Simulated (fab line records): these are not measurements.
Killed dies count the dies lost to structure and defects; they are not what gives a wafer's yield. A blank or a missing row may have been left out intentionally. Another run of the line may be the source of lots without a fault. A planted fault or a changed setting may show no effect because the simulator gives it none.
fab line records	flow n5Finfet
[record] lots = 7	wafers = 21
route steps=1938 shown BEOL_M6@1251 BEOL_M8@1332 BEOL_M9@1411
startH: hours from the record's opening day to when the first of the lot's shown wafers began	waitH: hours since the lot's step before	" identical to the entry in the row above	L1.1+2: one row covering several wafers at once	- either no value or no given start	* or withheld: withheld	< > ~ a bound
route shown NAME@n: NAME is a module with steps in the file, n the number in the route of the first one	usual: mean/standard deviation taken from wafers without a fault	same: alike in all rows	chamber/n: place in a boat	sites: readings site by site	_std_site: standard deviation of those values	_edge_site: the outer-site mean with the inner-site mean subtracted	radiusMm: how far each site lies from the wafer's centre	mask NAME#n: copy n	behind: the most recent tool/chamber to have shaped the wafer	hold: cause of the lot's hold/its duration in hours/its outcome	device: names the non-switching transistor (n, p or np)	end of line: at the end of the route, the tests of the same wafers	where a step has no rows: the recipe by itself	killed: dies that structure and defects cost at the first sort, which is not the same as the wafer's yield	map: per-die view of a wafer (x killed, . not killed, _ where there is no die)
set.NAME: the setting as run; set.NAME@STEP: as run at that earlier step	model.NAME: the simulator's own value behind a step, which no gauge read
lots where settings were altered on purpose, with a table for each step and a row for each wafer
[[steps]]
[step N5_BEOL_M6_ALD_77]
[recipe] material = TaN	targetThkA = 20	tempC = 275	aldPrecursorFamily = PDMAT	aldCoReactant = NH3	pressureTorr = 3	carrierFlowSccm = 1500	pulseTimeS = 2	purgeTimeS = 3	coReactantPurgeTimeS = 2	coReactantPulseTimeS = 3	aldCycles = 40	precursorVesselTempC = 75	precursorVesselPressureTorr = 26.25	precursorVesselCarrierSccm = 1000
lot.wafer	tool	chamber	startH	waitH	set.aldCycles
L076.1+3+5	aldMetal-02	2,3,0	213.50	0.0	40
L085.3	aldMetal-03	1	265.52	0.1	40
L085.4+6	"	3,0	"	"	42
L086.1+2	aldMetal-02	0,3	268.47	0.0	40
L086.3	"	2	"	"	35
L090.3+4+5	aldMetal-02	1,0,3	303.52	0.1	40
L092.2	aldMetal-02	0	326.47	0.0	36
L092.3+6	"	3,0	"	"	40
L095.4+5+6	aldMetal-03	2,1,2	330.97	0.0	40
L097.1+4+5	aldMetal-03	1,0,3	358.23	0.0	40
[step N5_BEOL_M6_SURFACE_TREAT_79]
[recipe] gas = Ar	timeS = *	ionEnergyEv = *	ionCurrentMaCm2 = 0.5	pressureMtorr = *	arFlowSccm = 30
[step N5_BEOL_M6_CVD_78]
[recipe] material = Co	targetThkA = 20	tempC = withheld	precursor = CCTBA/H2	pressureTorr = 30	timeS = 142.3
[step N5_BEOL_M6_ECD_50]
[recipe] material = Cu	targetThkA = 3000
[step N5_BEOL_M6_ANNEAL_51]
[recipe] tempC = 225	timeS = 90	ambient = N2
[step N5_BEOL_M6_CMP_52]
[recipe] stopOn = SiCOH_lowk	tOverpolishS = 6.9	downForcePsi = 1	platenRpm = 50	clearingPlatenDownForcePsi = 1.5	clearingPlatenRpm = 50	postCmpClean = cuAlkaline	targetThkNm = 80	clearingPlatenPadVelocityMS = 0.99484	padVelocityMS = 0.99484
lot.wafer	tool	chamber	startH	waitH	set.biasW@BEOL_M6_TRENCH_ETCH_37	model.Cu_of_BEOL_M6_ECD_50.thkNm
L076.3	cmp-02	3	216.57	0.2	185	80.4
L076.1	"	2	"	"	185	79.6
L076.5	"	3	"	"	185	78.8
L085.3	cmp-02	3	267.91	0.2	154.3	77.6
L085.4	"	2	"	"	185	82
L085.6	"	3	"	"	185	80.8
L086.2	cmp-02	3	269.45	0.2	185	78.6
L086.3	"	0	"	"	154.6	73.2
L086.1	"	1	"	"	185	80
L090.3	cmp-04	0	304.61	0.2	185	80.4
L090.4	"	1	"	"	185	81.8
L090.5	"	2	"	"	185	81.4
L092.3+6	cmp-04	2,1	327.51	0.2	185	80.4
L092.2	"	0	"	"	185	80
L095.4	cmp-01	0	332.20	0.3	185	81.6
L095.6	"	1	"	"	185	82.2
L095.5	"	2	"	"	185	81.2
L097.4	cmp-04	1	359.62	0.2	185	80.8
L097.1	"	2	"	"	185	77.6
L097.5	"	3	"	"	167.6	75.2
[step N5_BEOL_M6_THK_MEAS_53]
[recipe] thkMeasGauge = xrf	reads = Cu_of_BEOL_M6_ECD_50
[usual] M6_THK = 80.0/1.8
lot.wafer	tool	chamber	startH	waitH	set.biasW@BEOL_M6_TRENCH_ETCH_37	M6_THK[nm]
L076.1	filmMetro-01	-	216.86	-	185	78.9
L076.3	"	-	"	"	185	79.5
L076.5	"	-	"	"	185	78.2
L085.3	filmMetro-01	-	268.20	-	154.3	77.7
L085.4	"	-	"	"	185	81.6
L085.6	"	-	"	"	185	80.6
L086.1	filmMetro-01	-	269.74	-	185	79.7
L086.2	"	-	"	"	185	78.1
L086.3	"	-	"	"	154.6	72.8
L090.3	filmMetro-01	-	304.84	-	185	80.1
L090.4	"	-	"	"	185	81.6
L090.5	"	-	"	"	185	81.1
L092.2	filmMetro-01	-	327.77	-	185	79.9
L092.3	"	-	"	"	185	80.2
L092.6	"	-	"	"	185	80.4
L095.4	filmMetro-01	-	332.39	-	185	82.7
L095.5	"	-	"	"	185	82.4
L095.6	"	-	"	"	185	83.4
L097.1	filmMetro-01	-	359.84	-	185	76.9
L097.4	"	-	"	"	185	79.9
L097.5	"	-	"	"	167.6	74.5
[step N5_BEOL_M6_PRE_CLEAN_55]
[recipe] gas = NH3	timeS = 15	tempC = withheld	rfPowerW = 300
[step N5_BEOL_M6_DEP_56]
[recipe] material = SiCN	targetThkA = 100	tempC = withheld	precursor = 3MS/NH3	pressureTorr = 3	rfW = 202	timeS = 17.5
[step N5_BEOL_M6_RS_MEAS_57]
[recipe] thkMeasGauge = four-point-probe	reads = Cu_of_BEOL_M6_ECD_50+Co_of_BEOL_M6_CVD_78+TaN_of_BEOL_M6_ALD_77
[usual] M6_RS = 0.287/0.0067
lot.wafer	tool	chamber	startH	waitH	set.biasW@BEOL_M6_TRENCH_ETCH_37	M6_RS[ohm/sq]
L076.1	filmMetro-01	-	217.00	0.1	185	0.287
L076.3	"	-	"	"	185	0.284
L076.5	"	-	"	"	185	0.291
L085.3	filmMetro-01	-	268.33	0.1	154.3	0.296
L085.4	"	-	"	"	185	0.278
L085.6	"	-	"	"	185	0.283
L086.1	filmMetro-01	-	269.87	0.1	185	0.286
L086.2	"	-	"	"	185	0.292
L086.3	"	-	"	"	154.6	0.318
L090.3	filmMetro-01	-	304.97	0.1	185	0.283
L090.4	"	-	"	"	185	0.278
L090.5	"	-	"	"	185	0.280
L092.2	filmMetro-02	-	327.90	0.1	185	0.286
L092.3	"	-	"	"	185	0.284
L092.6	"	-	"	"	185	0.284
L095.4	filmMetro-02	-	332.52	0.0	185	0.279
L095.5	"	-	"	"	185	0.281
L095.6	"	-	"	"	185	0.277
L097.1	filmMetro-02	-	359.97	0.1	185	0.297
L097.4	"	-	"	"	185	0.283
L097.5	"	-	"	"	167.6	0.308
[step N5_BEOL_M8_ILD_DEP_00]
[recipe] material = SiCOH_lowk	targetThkA = 1797.5	tempC = 300	precursor = DEMS/porogen	pressureTorr = 5	rfW = 500	timeS = 33.4
lot.wafer	tool	chamber	startH	waitH	set.timeS	model.SiCOH_lowk_of_BEOL_M8_ILD_DEP_00.thkNm
L076.1	pecvd-02	2	224.10	0.0	29.96	160.6
L076.3	"	1	"	"	29.96	160
L076.5	"	1	"	"	33.4	180
L085.3	pecvd-01	2	275.79	0.0	36.09	193.4
L085.4	"	2	"	"	36.09	196.4
L085.6	"	1	"	"	33.4	180.2
L086.1	pecvd-02	1	276.27	0.0	33.4	181.4
L086.2	"	2	"	"	33.4	183.6
L086.3	"	0	"	"	33.4	183
L090.3	pecvd-02	2	314.44	0.0	36.39	196.2
L090.4	"	0	"	"	36.39	197.6
L090.5	"	1	"	"	33.4	180.4
L092.2	pecvd-03	1	334.93	0.0	33.4	178.2
L092.3	"	2	"	"	33.4	180.2
L092.6	"	0	"	"	33.4	183
L095.4	pecvd-01	1	340.38	0.1	33.4	179.6
L095.5	"	2	"	"	33.4	181
L095.6	"	0	"	"	33.4	180.8
L097.1	pecvd-01	0	370.04	0.0	33.4	177.4
L097.4	"	2	"	"	30.68	163.8
L097.5	"	1	"	"	33.4	179
[step N5_BEOL_M8_CURE_74]
[recipe] tempC = 385	timeS = 240	ambient = He/Ar	material = SiCOH_lowk
lot.wafer	tool	chamber	startH	waitH	set.timeS@BEOL_M8_ILD_DEP_00	model.SiCOH_lowk_of_BEOL_M8_ILD_DEP_00.thkNm
L076.1	uvCure-02	2	224.18	0.1	29.96	138.4
L076.3	"	2	"	"	29.96	137.8
L076.5	"	2	"	"	33.4	155.2
L085.3	uvCure-01	2	276.02	0.2	36.09	166.8
L085.4	"	2	"	"	36.09	169.6
L085.6	"	2	"	"	33.4	155.4
L086.1	uvCure-03	0	276.33	0.0	33.4	156.4
L086.2	"	0	"	"	33.4	158.4
L086.3	"	0	"	"	33.4	157.8
L090.3	uvCure-01	2	314.67	0.2	36.39	169.2
L090.4	"	2	"	"	36.39	170.6
L090.5	"	2	"	"	33.4	155.4
L092.2	uvCure-02	1	335.08	0.1	33.4	153.6
L092.3	"	1	"	"	33.4	155.4
L092.6	"	1	"	"	33.4	157.8
L095.4	uvCure-03	2	340.88	0.5	33.4	155
L095.5+6	"	2	"	"	33.4	156
L097.1	uvCure-03	1	370.11	0.0	33.4	153
L097.4	"	1	"	"	30.68	141
L097.5	"	1	"	"	33.4	154.4
[step N5_BEOL_M8_THK_MEAS_01]
[recipe] reads = SiCOH_lowk_of_BEOL_M8_ILD_DEP_00
[usual] M8_ILD_THK = 155.2/2
lot.wafer	tool	chamber	startH	waitH	set.timeS@BEOL_M8_ILD_DEP_00	M8_ILD_THK[nm]
L076.1	filmMetro-01	-	224.70	0.4	29.96	138.4
L076.3	"	-	"	"	29.96	137.7
L076.5	"	-	"	"	33.4	155.0
L085.3	filmMetro-01	-	276.37	0.3	36.09	166.9
L085.4	"	-	"	"	36.09	169.5
L085.6	"	-	"	"	33.4	155.2
L086.1	filmMetro-02	-	276.84	0.4	33.4	156.3
L086.2	"	-	"	"	33.4	158.4
L086.3	"	-	"	"	33.4	157.9
L090.3	filmMetro-01	-	315.02	0.3	36.39	169.3
L090.4	"	-	"	"	36.39	170.7
L090.5	"	-	"	"	33.4	155.4
L092.2	filmMetro-02	-	335.51	0.4	33.4	153.6
L092.3	"	-	"	"	33.4	155.3
L092.6	"	-	"	"	33.4	157.8
L095.4	filmMetro-01	-	341.15	0.2	33.4	154.9
L095.5	"	-	"	"	33.4	156.0
L095.6	"	-	"	"	33.4	156.0
L097.1	filmMetro-01	-	370.62	0.4	33.4	152.9
L097.4	"	-	"	"	30.68	141.0
L097.5	"	-	"	"	33.4	154.4
[step N5_BEOL_M9_EXPOSE_08]
[recipe] maskId = M9	na = 1.35	sourceShape = dipole	sigmaInner = 0.411	sigmaOuter = 0.611	polarization = te	doseMj = 53.75
lot.wafer	tool	chamber	startH	waitH	mask	set.doseMj
L076.1+3	arfiScanner-01	0	234.57	-	M9#0	53.75
L076.5	"	0	"	"	M9#0	51.38
L085.3+4+6	arfiScanner-03	0	287.66	-	M9#0	53.75
L086.1	arfiScanner-01	0	287.81	-	M9#0	51.91
L086.2+3	"	0	"	"	M9#0	53.75
L090.3+4+5	arfiScanner-03	0	325.79	-	M9#0	53.75
L092.2+3+6	arfiScanner-02	0	342.76	-	M9#0	55.58
L095.4+5+6	arfiScanner-02	0	352.18	-	M9#0	53.75
L097.1+4	arfiScanner-03	0	379.80	-	M9#0	52.49
L097.5	"	0	"	"	M9#0	53.75
[step N5_BEOL_M9_PEB_09]
[recipe] pebTempC = withheld	pebTimeS = 60	resist = CAR-ArF
[step N5_BEOL_M9_DEVELOP_10]
[recipe] developTimeS = 30	developer = TMAH	resist = CAR-ArF	rinseLiquid = diw	dry = airSpin	devTempC = 23
[step N5_BEOL_M9_CD_MEAS_11]
[recipe] targetCdNm = 64.1	landingEnergyEv = 500	detector = seInlens	polarity = opening
[usual] cdNm = 64.1/0.41
lot.wafer	tool	chamber	startH	waitH	set.doseMj@BEOL_M9_EXPOSE_08	cdNm
L076.1	cdSem-03	0	234.70	-	53.75	63.5
L076.3	"	0	"	"	53.75	63.3
L076.5	"	0	"	"	51.38	61.3
L085.3	cdSem-01	0	287.78	-	53.75	64.3
L085.4	"	0	"	"	53.75	64.3
L085.6	"	0	"	"	53.75	63.9
L086.1	cdSem-02	0	287.94	-	51.91	62.4
L086.2	"	0	"	"	53.75	64.6
L086.3	"	0	"	"	53.75	63.8
L090.3	cdSem-03	0	325.91	-	53.75	63.7
L090.4	"	0	"	"	53.75	63.3
L090.5	"	0	"	"	53.75	64.1
L092.2	cdSem-02	0	342.89	-	55.58	65.7
L092.3	"	0	"	"	55.58	65.9
L092.6	"	0	"	"	55.58	65.7
L095.4	cdSem-01	0	352.29	-	53.75	62.9
L095.5	"	0	"	"	53.75	63.4
L095.6	"	0	"	"	53.75	63.5
L097.1	cdSem-01	0	379.93	-	52.49	63.2
L097.4	"	0	"	"	52.49	63.2
L097.5	"	0	"	"	53.75	64.5
[step N5_BEOL_M9_DESCUM_16]
[recipe] chemistry = O2	timeS = 7.9	sourcePowerW = 50	biasPowerW = 20	pressureMtorr = 20	rfFrequencyHz = 2.712e+07	tempC = 40	resist = CAR-ArF	o2FlowSccm = 225
[step N5_BEOL_M9_ETCH_61]
[recipe] chemistry = CF4	target = SiARC	targetDepthA = 390	maskMaterial = CAR-ArF	timeS = 65	ionEnergyEv = 80	pressureMtorr = 40	sourceW = 545	biasW = 36	Ar_flow_sccm = 100	cf4FlowSccm = 100	ends = cleared
lot.wafer	tool	chamber	startH	waitH	set.doseMj@BEOL_M9_EXPOSE_08	model.BEOL_M9.cdOffsetNm
L076.1	rieDiel-02	2	235.31	0.0	53.75	-0.4
L076.3	"	0	"	"	53.75	-0.6
L076.5	"	2	"	"	51.38	-3
L085.3	rieDiel-01	0	287.90	0.0	53.75	0
L085.4	"	3	"	"	53.75	0.4
L085.6	"	2	"	"	53.75	-0.2
L086.1	rieDiel-01	1	288.15	0.0	51.91	-1.6
L086.2	"	0	"	"	53.75	0.4
L086.3	"	3	"	"	53.75	-0.2
L090.3	rieDiel-02	1	326.03	0.0	53.75	-0.6
L090.4	"	0	"	"	53.75	-0.8
L090.5	"	2	"	"	53.75	-0.2
L092.2+3	rieDiel-01	3,2	343.11	0.0	55.58	1.6
L092.6	"	0	"	"	55.58	1.8
L095.4	rieDiel-02	0	352.43	0.0	53.75	-1
L095.5	"	2	"	"	53.75	-0.6
L095.6	"	1	"	"	53.75	-0.4
L097.1+4	rieDiel-02	1,2	380.05	0.0	52.49	-1
L097.5	"	1	"	"	53.75	0.2
[step N5_BEOL_M9_ETCH_62]
[recipe] chemistry = N2/H2	target = SOC	targetDepthA = 1100	overetchA = 220	maskMaterial = SiARC	tempC = 40	timeS = 165	ionEnergyEv = 200	pressureMtorr = 30	sourceW = 840	biasW = 150	n2FlowSccm = 200	h2FlowSccm = 200
lot.wafer	tool	chamber	startH	waitH	set.timeS	set.doseMj@BEOL_M9_EXPOSE_08	model.SiARC_of_BEOL_M9_COAT_60.thkNm	model.BEOL_M9.cdOffsetNm
L076.1	rieDiel-02	2	235.36	0.0	151.6	53.75	24.2	-1
L076.3	"	0	"	"	165	53.75	23.8	-0.8
L076.5	"	2	"	"	165	51.38	23.6	-3
L085.3	rieDiel-01	0	287.95	0.0	165	53.75	23.6	-0.2
L085.4	"	3	"	"	140.8	53.75	24.4	-0.4
L085.6	"	2	"	"	140.8	53.75	24.4	-0.6
L086.1	rieDiel-01	1	288.20	0.0	199.4	51.91	22.4	-1.2
L086.2	"	0	"	"	199.4	53.75	22.4	1
L086.3	"	3	"	"	165	53.75	23.4	-0.2
L090.3+5	rieDiel-02	1,2	326.08	0.0	165	53.75	23.6	-0.4
L090.4	"	0	"	"	145.3	53.75	24.4	-1.2
L092.2	rieDiel-01	3	343.16	0.0	165	55.58	23.6	1.4
L092.3	"	2	"	"	165	55.58	23.4	1.6
L092.6	"	0	"	"	165	55.58	23.8	2
L095.4+5	rieDiel-02	0,2	352.53	0.1	165	53.75	23.6	-1
L095.6	"	1	"	"	165	53.75	23.6	-0.4
L097.1	rieDiel-02	1	380.10	0.0	165	52.49	23.6	-1
L097.4	"	2	"	"	134.7	52.49	25	-1.6
L097.5	"	1	"	"	134.7	53.75	25	-0.4
[step N5_BEOL_M9_STRIP_68]
[recipe] chemistry = N2/H2	tempC = 40	n2FlowSccm = 200	h2FlowSccm = 200	rfFrequencyHz = 6e+07
[step N5_BEOL_M9_STRIP_67]
[recipe] chemistry = CF4	resist = SiARC	powerW = 300	biasPowerW = 75	pressureMtorr = 50	cf4FlowSccm = 150	rfFrequencyHz = 6e+07
[step N5_BEOL_M9_HM_OPEN_17]
[recipe] chemistry = Cl2/BCl3	targetDepthA = 200	overetchA = 60	target = TiN	maskMaterial = SOC	ionEnergyEv = 150	pressureMtorr = 10	icpW = 1000	biasW = 126	Cl2_flow_sccm = 53.25	bcl3FlowSccm = 21.75	Ar_flow_sccm = 25
lot.wafer	tool	chamber	startH	waitH	set.timeS@BEOL_M9_ETCH_62	model.etch.depthNm
L076.1	rieMetal-02	0	235.54	0.0	151.6	20.28
L076.3	"	1	"	"	165	20
L076.5	"	0	"	"	165	20.28
L085.3	rieMetal-02	0	288.16	0.1	165	20.48
L085.4	"	1	"	"	140.8	20.39
L085.6	"	0	"	"	140.8	20.3
L086.1	rieMetal-02	1	288.39	0.0	199.4	16.75
L086.2	"	0	"	"	199.4	16.88
L086.3	"	0	"	"	165	20.18
L090.3	rieMetal-02	0	326.29	0.1	165	20.01
L090.4	"	1	"	"	145.3	20.12
L090.5	"	1	"	"	165	19.9
L092.2	rieMetal-01	0	343.35	0.0	165	20.1
L092.3	"	1	"	"	165	20.24
L092.6	"	1	"	"	165	20.15
L095.4	rieMetal-02	0	352.68	0.1	165	20.03
L095.5	"	1	"	"	165	20
L095.6	"	0	"	"	165	19.94
L097.1	rieMetal-02	1	380.29	0.0	165	20.54
L097.4	"	1	"	"	134.7	20.3
L097.5	"	1	"	"	134.7	20.49
[step N5_BEOL_M9_STRIP_19]
[recipe] chemistry = O2	powerW = 400	tempC = 40	pressureMtorr = 30	rfFrequencyHz = 6e+07	biasPowerW = 0	overashFraction = 0.2	o2FlowSccm = 225
[step N5_BEOL_M9_CD_MEAS_18]
[recipe] pitchNm = 140	targetCdNm = 70
[usual] cdNm = 69.9/0.4
lot.wafer	tool	chamber	startH	waitH	set.doseMj@BEOL_M9_EXPOSE_08	cdNm
L076.1	cdSem-02	-	235.73	0.0	53.75	69.0
L076.3	"	-	"	"	53.75	69.3
L076.5	"	-	"	"	51.38	66.7
L085.3	cdSem-02	-	288.42	0.1	53.75	70.0
L085.4	"	-	"	"	53.75	69.3
L085.6	"	-	"	"	53.75	69.3
L086.1	cdSem-01	-	288.71	0.0	51.91	68.3
L086.2	"	-	"	"	53.75	70.8
L086.3	"	-	"	"	53.75	69.8
L090.3	cdSem-02	-	326.60	0.1	53.75	69.4
L090.4	"	-	"	"	53.75	69.0
L090.5	"	-	"	"	53.75	69.5
L092.2	cdSem-02	-	343.53	0.1	55.58	71.2
L092.3	"	-	"	"	55.58	71.4
L092.6	"	-	"	"	55.58	71.7
L095.4	cdSem-03	-	352.83	0.1	53.75	69.5
L095.5	"	-	"	"	53.75	69.1
L095.6	"	-	"	"	53.75	69.6
L097.1	cdSem-01	-	380.56	0.0	52.49	69.2
L097.4	"	-	"	"	52.49	68.3
L097.5	"	-	"	"	53.75	69.5
[step N5_BEOL_M9_TRENCH_ETCH_37]
[recipe] chemistry = C4F6/O2	targetDepthA = 1514.3	target = SiCOH_lowk	timeS = 49	ionEnergyEv = 250	pressureMtorr = 30	sourceW = 345	biasW = 185	Ar_flow_sccm = 300	C4F6_flow_sccm = 10	O2_flow_sccm = 10
[usual] rfVppV = 664/6.2
lot.wafer	tool	chamber	startH	waitH	set.biasW	rfVppV
L076.1	rieDiel-02	1	-	-	185	669
L076.3	"	0	"	"	162.7	596
L076.5	"	1	"	"	162.7	603
L085.3	rieDiel-01	0	-	-	158.9	579
L085.4	"	2	"	"	185	666
L085.6	"	2	"	"	158.9	589
L086.1	rieDiel-04	0	-	-	185	665
L086.2	"	1	"	"	185	657
L086.3	"	3	"	"	185	674
L090.3	rieDiel-01	0	-	-	185	652
L090.4	"	3	"	"	185	671
L090.5	"	0	"	"	185	652
L092.2	rieDiel-01	2	-	-	185	665
L092.3	"	3	"	"	185	670
L092.6	"	3	"	"	185	672
L095.4	rieDiel-01	0	-	-	185	652
L095.5	"	0	"	"	185	653
L095.6	"	3	"	"	185	670
L097.1	rieDiel-04	1	-	-	185	657
L097.4	"	2	"	"	185	662
L097.5	"	1	"	"	185	658
[step N5_BEOL_M9_ETCH_41]
[recipe] chemistry = CH3F/O2	target = SiCN	targetDepthA = 366	taperDeg = 2	timeS = 70.1	ionEnergyEv = 120	maskMaterial = TiN	pressureMtorr = 30	sourceW = 395	biasW = 75	Ar_flow_sccm = 150	CH3F_flow_sccm = 30	O2_flow_sccm = 20
[step N5_BEOL_M9_STRIP_80]
[recipe] chemistry = N2/H2	timeS = 10	powerW = 450	tempC = 40	pressureMtorr = 20	rfFrequencyHz = 6e+07	biasPowerW = 7	n2FlowSccm = 200	h2FlowSccm = 200
[step N5_BEOL_M9_ANNEAL_51]
[recipe] tempC = 225	timeS = 90	ambient = N2
[step N5_BEOL_M9_CMP_52]
[recipe] stopOn = SiCOH_lowk	tOverpolishS = 7	downForcePsi = 1	platenRpm = 50	clearingPlatenDownForcePsi = 1.5	clearingPlatenRpm = 50	postCmpClean = cuAlkaline	targetThkNm = 140	clearingPlatenPadVelocityMS = 0.99484	padVelocityMS = 0.99484
[step N5_BEOL_M9_THK_MEAS_53]
[recipe] thkMeasGauge = xrf	reads = Cu_of_BEOL_M9_ECD_50
[usual] M9_THK = 140.2/3
lot.wafer	tool	chamber	startH	waitH	set.biasW@BEOL_M9_TRENCH_ETCH_37	M9_THK[nm]
L076.1	filmMetro-02	-	242.53	-	185	142.1
L076.3	"	-	"	"	162.7	132.1
L076.5	"	-	"	"	162.7	134.3
L085.3	filmMetro-02	-	294.27	-	158.9	134.9
L085.4	"	-	"	"	185	144.9
L085.6	"	-	"	"	158.9	137.2
L086.1	filmMetro-01	-	295.45	-	185	136.3
L086.2	"	-	"	"	185	140.2
L086.3	"	-	"	"	185	141.3
L090.3	filmMetro-01	-	331.93	-	185	139.8
L090.4	"	-	"	"	185	141.2
L090.5	"	-	"	"	185	141.0
L092.2	filmMetro-02	-	348.85	-	185	142.7
L092.3	"	-	"	"	185	142.6
L092.6	"	-	"	"	185	145.2
L095.4	filmMetro-01	-	359.64	-	185	137.5
L095.5	"	-	"	"	185	136.9
L095.6	"	-	"	"	185	140.6
L097.1	filmMetro-01	-	384.22	-	185	141.6
L097.4	"	-	"	"	185	138.4
L097.5	"	-	"	"	185	139.9
[[key]]
[split] step = N5_BEOL_M6_ALD_77	setting = aldCycles	stated = 40	by = wafer
response none clear
[split] step = N5_BEOL_M8_ILD_DEP_00	setting = timeS	stated = 33.4	by = wafer
[response] step = N5_BEOL_M8_ILD_DEP_00	reading = model.SiCOH_lowk_of_BEOL_M8_ILD_DEP_00.thkNm	change = +1.85	per = 1%	r = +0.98
[response] step = N5_BEOL_M8_CURE_74	reading = model.SiCOH_lowk_of_BEOL_M8_ILD_DEP_00.thkNm	change = +1.61	per = 1%	r = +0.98
[response] step = N5_BEOL_M8_THK_MEAS_01	reading = M8_ILD_THK	change = +1.62	per = 1%	r = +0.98
[split] step = N5_BEOL_M9_EXPOSE_08	setting = doseMj	stated = 53.75	by = wafer
[response] step = N5_BEOL_M9_CD_MEAS_11	reading = cdNm	change = +0.498	per = 1%	r = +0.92
[response] step = N5_BEOL_M9_ETCH_61	reading = model.BEOL_M9.cdOffsetNm	change = +0.536	per = 1%	r = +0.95
[response] step = N5_BEOL_M9_ETCH_62	reading = model.BEOL_M9.cdOffsetNm	change = +0.46	per = 1%	r = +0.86
[response] step = N5_BEOL_M9_CD_MEAS_18	reading = cdNm	change = +0.53	per = 1%	r = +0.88
[split] step = N5_BEOL_M9_ETCH_62	setting = timeS	stated = 165	by = wafer
[response] step = N5_BEOL_M9_ETCH_62	reading = model.SiARC_of_BEOL_M9_COAT_60.thkNm	change = -0.0601	per = 1%	r = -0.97
[response] step = N5_BEOL_M9_HM_OPEN_17	reading = model.etch.depthNm	shape = bent	atLowest = 20.39	atStated = 20.14	atHighest = 16.81
[split] step = N5_BEOL_M9_TRENCH_ETCH_37	setting = biasW	stated = 185	by = wafer
[response] step = N5_BEOL_M9_TRENCH_ETCH_37	reading = rfVppV	change = +5.77	per = 1%	r = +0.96
[response] step = N5_BEOL_M9_THK_MEAS_53	reading = M9_THK	change = +0.673	per = 1%	r = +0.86
split outsideThisFile step=N5_BEOL_M6_TRENCH_ETCH_37 setting=biasW
// split outsideThisFile: this setting was split too, and the file shows its column; the key of that split is in another file
